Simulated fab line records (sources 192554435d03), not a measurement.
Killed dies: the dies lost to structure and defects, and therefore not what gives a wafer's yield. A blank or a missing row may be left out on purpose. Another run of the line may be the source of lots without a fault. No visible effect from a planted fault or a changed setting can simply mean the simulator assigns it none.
A struck lot beside a sound one / flow n5-finfet / 28 steps out of a route of 1938
Sound: these wafers, L852.1, L852.2, L852.5. Wafers struck: L861.1, L861.3, L861.6. The cause is given at the end.
For every step that has rows: the tool of each side, followed by ch and its chambers, followed by its first start. Under that, the readings that differ: sound wafers / struck wafers / difference of the means / sigmas: that difference in standard deviations of wafers without a fault.
alike: words and numbers the same on both sides, and readings whose means are apart by under 2 such deviations; not compared: readings that were withheld, readings missing a value for some wafer, numbers with overlapping values and no deviation given by the record, and bounds like >300 which may hide the same value.
The two part at a step that has a row with sigmas, a row that says differs or no value, or rows on one side only. Numbers that don't overlap but have no deviation are shown without sigmas and don't part them. A reading that every wafer of one side lacks parts them only if that side has two wafers or more.

N5_STI_FIN_REVEAL_ALD_14: deposits Si3N4, target thk 3 nm.
  sound on ald-sin-01 ch 1,2, day 2 12:08; struck on ald-sin-03 ch 1,2,3, day 4 15:34
  alike: chamber-pressure-Torr, heater-power-w
then, 2 steps without rows for these wafers: N5_STI_FIN_REVEAL_FCVD_FILL_01 (material SiO2 flowable, target thk 312 nm, time 512.2 s); N5_STI_FIN_REVEAL_DENSIFY_02 (time 1800 s).
N5_STI_FIN_REVEAL_CMP_04: polishes, stops on Si3N4, t overpolish 4 s, target thk 131.83 nm.
  sound on cmp-01 ch 0,1,2, day 2 17:14; struck on cmp-04 ch 1,2,3, day 4 20:41
  alike: motor-current-A, overpolish-run-s, time-to-endpoint-s
  not compared: pad-life-wafers
N5_STI_FIN_REVEAL_THK_MEAS_05:
  struck on film-metro-02, day 4 20:54; sound on film-metro-01, day 2 17:28
  alike: thk-nm
after that, 1 step had no rows for these wafers: N5_STI_FIN_REVEAL_DENSIFY_30.
N5_STI_FIN_REVEAL_ETCHBACK_08: etches SiO2 in C4F6/O2, target depth 30.5 nm, time 10.167 s.
  sound on rie-diel-03 ch 0,1,2, day 2 17:53; struck on rie-diel-03 ch 1,2,3, day 4 22:01
  alike: drypump-motor-current-A, oes-product-au, rf-vpp-V, showerhead-plenum-p-Torr, throttle-valve-pct
  not compared: rf-hours-counter-h
N5_STI_FIN_REVEAL_STRIP_24: strips in N2/H2, time 90 s.
  sound on rie-diel-03 ch 0,1,2, day 2 17:56; struck on rie-diel-03 ch 1,2,3, day 4 22:03
  alike: drypump-motor-current-A, oes-product-au, rf-vpp-V, showerhead-plenum-p-Torr, throttle-valve-pct
  not compared: rf-hours-counter-h
then, 4 steps without rows for these wafers: N5_STI_FIN_REVEAL_PRECLEAN_25 (cleans in SPM, time 90 s); N5_STI_FIN_REVEAL_PRECLEAN_26 (cleans in SC1, time 45 s); N5_STI_FIN_REVEAL_PRECLEAN_29 (cleans in DHF, time 30 s); N5_STI_FIN_REVEAL_SRD_12 (time 30 s).
N5_STI_FIN_REVEAL_RECESS_09: chemistry HF/NH3, target SiO2, afs cycles 11, target depth 42.5 nm, sublimation time 60 s.
  sound on vapor-etch-01 ch 0,1, day 2 18:08; struck on vapor-etch-02 ch 0,1, day 4 22:16
  no value came back on the struck wafers for afs-cycles, drypump-motor-current-A (A); on the sound wafers afs-cycles reads 11 11 11
reading=model.SiNx_of_FIN_SAQP_HM_DEP_03.thk-nm (nm); sound=18 17.4 18.8; struck=21.2 21.2 22.6; difference=+3.6; sigmas=
then, 7 steps without rows for these wafers: N5_STI_FIN_REVEAL_STRIP_16 (strips SiNx in H3PO4, target depth 23.8 nm); N5_STI_FIN_REVEAL_PRECLEAN_17 (cleans in NF3:NH3, afs cycles 1, time 20 s, sublimation time 60 s); N5_STI_FIN_REVEAL_ETCH_34 (etches Si in H2, material Si, target depth 0.97 nm); N5_STI_FIN_REVEAL_OXIDATION_31 (chemistry O2 PLASMA REMOTE, time 20 s); N5_STI_FIN_REVEAL_PRECLEAN_32 (cleans in NF3:NH3, afs cycles 1, time 20 s, sublimation time 60 s); N5_STI_FIN_REVEAL_STRIP_35 (strips Si3N4 in H3PO4, target depth 4 nm, time 39 s); N5_STI_FIN_REVEAL_SRD_21 (time 30 s).
N5_STI_FIN_REVEAL_OXIDATION_33: chemistry O2 PLASMA REMOTE, time 20 s.
  sound on plasma-asher-02 ch 0,1, day 2 20:41; struck on plasma-asher-02 ch 0,1, day 5 00:46
  alike: drypump-motor-current-A, heater-power-w
  not compared: rf-hours-counter-h
then, 2 steps without rows for these wafers: N5_STI_FIN_REVEAL_CLEAN_19 (cleans in O3/DIW, time 120 s); N5_STI_FIN_REVEAL_SRD_23 (time 30 s).
N5_STI_FIN_REVEAL_CD_MEAS_22: target cd 6.238 nm, pitch 28 nm.
  struck on cd-sem-02, day 5 00:56; sound on cd-sem-03, day 2 20:50
  alike: cd-nm
N5_STI_FIN_REVEAL_FIN_H_MEAS_10:
  struck on ocd-01, day 5 00:58; sound on ocd-02, day 2 20:52
reading=trench-depth-nm (nm); sound=51.7 52.8 54.5; struck=-0.5 -1.0 -0.9; difference=-53.8; sigmas=-54
then, 1 step without rows for these wafers: N5_STI_FIN_REVEAL_PRECLEAN_18 (cleans in SC2, time 45 s).
N5_BEOL_M4_RC_MEAS_101:
  the record has rows for the sound wafers here (prober-02 ch 0, day 8 07:54) and none for the struck ones
-- a jump in the record: the struck wafers' starts before and after are 9 days apart (it breaks off in module BEOL_M4 and resumes in module PASSIVATION, where the first step shown is number 1936 of the route) --
N5_PASSIVATION_PROBE_49:
  struck on prober-01, day 14 12:34; sound on prober-02, day 12 14:11
reading=defect-limited-yield (%); sound=91.4 91.4 91.1; struck=0 0 0; difference=-91; sigmas=-57
reading=killed-at-front-end; sound=48 41 47; struck=1128 1137 1128; difference=+1086; sigmas=+84
reading=killed-dies; sound=102 102 105; struck=1180 1180 1180; difference=+1077; sigmas=+57
reading=killed-on-rim; sound=13 14 11; struck=152 152 152; difference=+139; sigmas=+36
reading=sort_bin_5_function (%); sound=5.3 4.3 5.3; struck=96.6 96.7 95.8; difference=+91.4; sigmas=+83
reading=sort-n-pass; sound=1078 1078 1075; struck=0 0 0; difference=-1077; sigmas=-54
reading=sort-yield-pct (%); sound=91.4 91.4 91.1; struck=0 0 0; difference=-91; sigmas=-54
  alike: killed_at_M0_to_M3, killed_at_M4_up, killed-at-contacts, killed-at-other, killed-open, killed-short, sort_bin_6_memory, sort_bin_8_speed

WHERE THEY PART
Last at N5_PASSIVATION_PROBE_49 as far as this record goes, first at N5_STI_FIN_REVEAL_RECESS_09.

WHY: what the simulator had put in
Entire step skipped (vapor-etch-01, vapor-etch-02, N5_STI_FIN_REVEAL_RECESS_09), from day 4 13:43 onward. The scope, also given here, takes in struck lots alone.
